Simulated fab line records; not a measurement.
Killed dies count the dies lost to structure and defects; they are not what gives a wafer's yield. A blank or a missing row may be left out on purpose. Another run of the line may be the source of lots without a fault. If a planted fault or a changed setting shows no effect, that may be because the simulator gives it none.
Which tool was responsible?	flow nand harc	Sampling: 12 lots, 36 wafers, 6 of 1159 route steps

## WHAT THE GAUGES SHOWED, per wafer
NHARC_A_WL_FILL_INSPECT_15.
lot	measured	on	raw defect count
L076	day 16 14:34	defect inspect-02	490 465 465
L079	day 16 20:13	defect inspect-02	373 377 307
L078	day 17 14:25	defect inspect-01	479 269 385
L082	day 17 20:47	defect inspect-01	283 256 220
L083	day 18 11:47	defect inspect-02	396 500 495
L085	day 19 03:02	defect inspect-02	444 365 637
L088	day 19 03:23	defect inspect-01	364 537 396
L089	day 19 17:50	defect inspect-01	377 186 425
L093	day 20 10:29	defect inspect-01	321 385 311
L090	day 20 05:32	defect inspect-02	232 246 269
L094	day 21 19:01	defect inspect-01	241 303 286
L096	day 22 00:20	defect inspect-02	336 313 389

## WHICH TOOL RAN EACH LOT (tool, then ch and the chambers of the sampled wafers, then the start)
lot	NHARC_A_STAIRCASE_STRIP_254	NHARC_A_STAIRCASE_DESCUM_443	NHARC_A_STAIRCASE_ETCH_444	NHARC_A_SGD_CUT_STRIP_28	NHARC_A_SLIT_DEP_00
L076	plasma asher-02 ch 0,1, day 11 19:04	rie diel-08 ch 2,3, day 14 05:13	rie diel-08 ch 0,1, day 14 05:50	rie diel-01 ch 0,1, day 14 19:19 or earlier	acl dep-02 ch 0, day 14 19:19
L079	plasma asher-01 ch 0, day 12 07:18	rie diel-12 ch 0,2,3, day 14 12:39	rie diel-12 ch 0,3, day 14 12:43	rie diel-06 ch 0,1, day 15 02:33 or earlier	acl dep-03 ch 0, day 15 02:33
L078	plasma asher-02 ch 0,1, day 12 13:03	rie diel-08 ch 0,3, day 14 12:53	rie diel-08 ch 0,1,3, day 14 13:03	rie diel-06 ch 1,3, day 15 05:06 or earlier	acl dep-02 ch 0, day 15 05:06
L082	plasma asher-01 ch 0, day 13 03:31	rie diel-12 ch 0,1,2, day 15 08:30	rie diel-12 ch 0,2, day 15 08:52	rie diel-06 ch 0,1,3, day 15 23:13 or earlier	acl dep-01 ch 0, day 15 23:13
L083	plasma asher-02 ch 0,1, day 13 13:26	rie diel-12 ch 0,2,3, day 15 20:32	rie diel-12 ch 1,2,3, day 15 21:06	rie diel-06 ch 2,3, day 16 09:15 or earlier	acl dep-03 ch 0, day 16 09:15
L085	plasma asher-02 ch 0,1, day 14 17:52	rie diel-08 ch 0,2,3, day 16 18:01	rie diel-08 ch 0,2,3, day 16 18:06	rie diel-11 ch 0,3, day 17 08:34 or earlier	acl dep-03 ch 0, day 17 08:34
L088	plasma asher-01 ch 0,1, day 14 19:11	rie diel-04 ch 1,2, day 16 22:17	rie diel-04 ch 0,1, day 16 22:22	rie diel-11 ch 0,1,3, day 17 12:18 or earlier	acl dep-02 ch 0, day 17 12:18
L089	plasma asher-02 ch 0, day 15 05:10	rie diel-08 ch 1,2,3, day 17 04:04	rie diel-08 ch 0,1,3, day 17 04:14	rie diel-06 ch 0,1,2, day 17 19:53 or earlier	acl dep-02 ch 0, day 17 19:53
L093	plasma asher-01 ch 0,1, day 15 15:37	rie diel-04 ch 1,2,3, day 17 21:22	rie diel-04 ch 0,2,3, day 17 22:08	rie diel-01 ch 1,2,3, day 18 13:01 or earlier	acl dep-02 ch 0, day 18 13:01
L090	plasma asher-01 ch 0,1, day 15 20:26	rie diel-12 ch 0,2, day 17 21:23	rie diel-12 ch 2,3, day 17 22:51	rie diel-11 ch 0,1,2, day 18 11:55 or earlier	acl dep-03 ch 0, day 18 11:55
L094	plasma asher-02 ch 0,1, day 16 14:26	rie diel-04 ch 0,1, day 19 09:53	rie diel-04 ch 1,2, day 19 10:04	rie diel-06 ch 2,3, day 20 01:57 or earlier	acl dep-03 ch 0, day 20 01:57
L096	plasma asher-01 ch 0,1, day 17 06:02	rie diel-08 ch 0,1,2, day 19 09:59	rie diel-08 ch 1,2,3, day 19 10:34	rie diel-01 ch 1,2,3, day 20 03:54 or earlier	acl dep-03 ch 0, day 20 03:54
- NHARC_A_STAIRCASE_STRIP_254: strips in O2.
- NHARC_A_STAIRCASE_DESCUM_443: chemistry O2, time 3 s.
- NHARC_A_STAIRCASE_ETCH_444: etches the open film in C4F8/O2, target depth 10200 nm, time 3400 s.
- NHARC_A_SGD_CUT_STRIP_28: strips in O2, time 20 s.
- NHARC_A_SLIT_DEP_00: deposits aC, target thk 3200 nm.

## THE ANSWER, worked out from the rows above alone
Rule: usual is defined by the lots themselves. Put in order of their means at a reading, lots are off if they are a third of the lots or fewer, leave a main group of 4 or more, and stand apart from it by a gap of 3 or more times the standard deviation of the main group's means; of several such gaps the widest counts. Not used: any main group whose means are identical at the precision the tables above print for the reading. Also off: a lot with no number at a reading for which 4 or more lots have one. Where the step has rows for the other lots, those lots are counted as sound.
Across all readings shown, no lot is off: no conclusion can be drawn from this.

## WHAT WAS PUT IN BY THE SIMULATOR
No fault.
